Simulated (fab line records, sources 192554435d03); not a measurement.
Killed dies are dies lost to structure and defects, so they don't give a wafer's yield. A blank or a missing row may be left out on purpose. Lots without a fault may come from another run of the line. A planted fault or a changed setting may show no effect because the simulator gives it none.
Split-lot experiment | flow n5_finfet | 7 lots, 21 wafers read, on a route of 1938 steps

THE SPLIT
At N5_MOL_CONTACT_COAG_CMP_23 (polishes, stops on SiO2, t overpolish 1.5 s, target thk 0 nm), the setting down_force_psi was moved away from the recipe's 2 psi on 5 of the 21 wafers read, by +12.5% to +16.1%. The other wafers ran this setting at the recipe's value.

FROM THE SPLIT TO THE READING: what the file shows between them, 5 steps
- N5_MOL_CONTACT_COAG_ALD_131: deposits SiO2, target thk 5 nm, pulse time 1 s, co reactant pulse time 1 s (also split here: ald_cycles)
- N5_MOL_CONTACT_COAG_ETCHBACK_132: etches SiO2 in CHF3, target depth 10 nm, time 6.7 s
- N5_MOL_CONTACT_COAG_ETCH_91: etches SOC in N2/H2, target depth 60 nm, overetch 21 nm, time 101.2 s
- N5_MOL_CONTACT_COAG_VIA_ETCH_46: etches SiO2 in C4F6/O2, target depth 46 nm, overetch 9.2 nm, time 40 s
- N5_MOL_CONTACT_COAG_STRIP_96: strips in N2/H2

THE READING
etch.depth_nm (the simulator's own value, which no gauge read), in nm, at N5_MOL_CONTACT_COAG_ETCH_47 (etches SiNx in CH3F/O2, stops on W, target depth 27 nm). The file gives no usual value for it. The 16 wafers here that ran the recipe average 17.93 nm, standard deviation 0.042 nm.

wafer  | tool, chamber at the split | down_force_psi as run, psi | against the recipe | etch.depth_nm, nm | against lot-mates on the recipe
L076.2 | cmp-03, 1,3,1              | 2                          | recipe             | 17.93             | -
L076.4 | cmp-03, 1,3,1              | 2                          | recipe             | 17.93             | -
L076.5 | cmp-03, 1,3,1              | 2                          | recipe             | 17.94             | -
L079.1 | cmp-04, 1                  | 2.281                      | +14.1%             | 17.66             | -0.21
L079.2 | cmp-04, 3,0                | 2                          | recipe             | 17.86             | -
L079.4 | cmp-04, 3,0                | 2                          | recipe             | 17.88             | -
L083.3 | cmp-04, 0,3,0              | 2                          | recipe             | 17.95             | -
L083.5 | cmp-04, 0,3,0              | 2                          | recipe             | 17.95             | -
L083.4 | cmp-04, 0,3,0              | 2                          | recipe             | 17.96             | -
L088.1 | cmp-02, 0                  | 2                          | recipe             | 17.98             | -
L088.4 | cmp-02, 2                  | 2.251                      | +12.5%             | 17.64             | -0.34
L088.5 | cmp-02, 2                  | 2.251                      | +12.5%             | 17.73             | -0.25
L089.1 | cmp-04, 1,2,3              | 2                          | recipe             | 17.94             | -
L089.2 | cmp-04, 1,2,3              | 2                          | recipe             | 18.02             | -
L089.4 | cmp-04, 1,2,3              | 2                          | recipe             | 17.92             | -
L090.1 | cmp-03, 2,0,2              | 2                          | recipe             | 17.85             | -
L090.2 | cmp-03, 2,0,2              | 2                          | recipe             | 17.89             | -
L090.5 | cmp-03, 2,0,2              | 2                          | recipe             | 17.93             | -
L092.1 | cmp-04, 2,3                | 2.322                      | +16.1%             | 17.53             | -0.38
L092.3 | cmp-04, 1                  | 2                          | recipe             | 17.91             | -
L092.4 | cmp-04, 2,3                | 2.322                      | +16.1%             | 17.54             | -0.37
Where a row lists several chambers, the file gives one row for several wafers and doesn't say which wafer went through which chamber.

THE FIT
A straight line over all 21 wafers: etch.depth_nm changes by -0.0219 nm for each +1% of down_force_psi; r = -0.95; the points scatter about the line by 0.045 nm.
The same after taking each lot's own level away (the mean of its wafers on the recipe; 21 wafers): -0.0218 nm for each +1%; r = -0.97; scatter 0.036 nm.
On that fit, the largest move of down_force_psi shifts the reading by 0.35 nm.
The lots' own levels span 17.870 to 17.980 nm, that is 2.6 times the standard deviation above.
So the lot-to-lot level changes the slope little: the two slopes agree.
Check: with one of the wafers moved furthest among these (+16.1%) left out of the fit, the line predicts -0.34 nm for it against its lot-mates. It came out at -0.38 nm against them.

OTHER SPLITS ON THESE WAFERS
These wafers also went through other splits before the reading. Each is held against what the fit with the lots' levels taken away leaves over:
other split on the same wafers          | wafers away from the commonest value | r with etch.depth_nm (lot level and that fit taken away)
N5_GATE_CUT_COAT_07 spin_rpm            | 4                                    | -0.25
N5_MOL_CONTACT_COAG_SPUTTER_130 power_w | 10                                   | +0.09
N5_MOL_CONTACT_COAG_ALD_131 ald_cycles  | 6                                    | -0.34

THE FILE'S OWN FIT
etch.depth_nm changes by -0.0207 nm for each +1% of down_force_psi, r = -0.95.
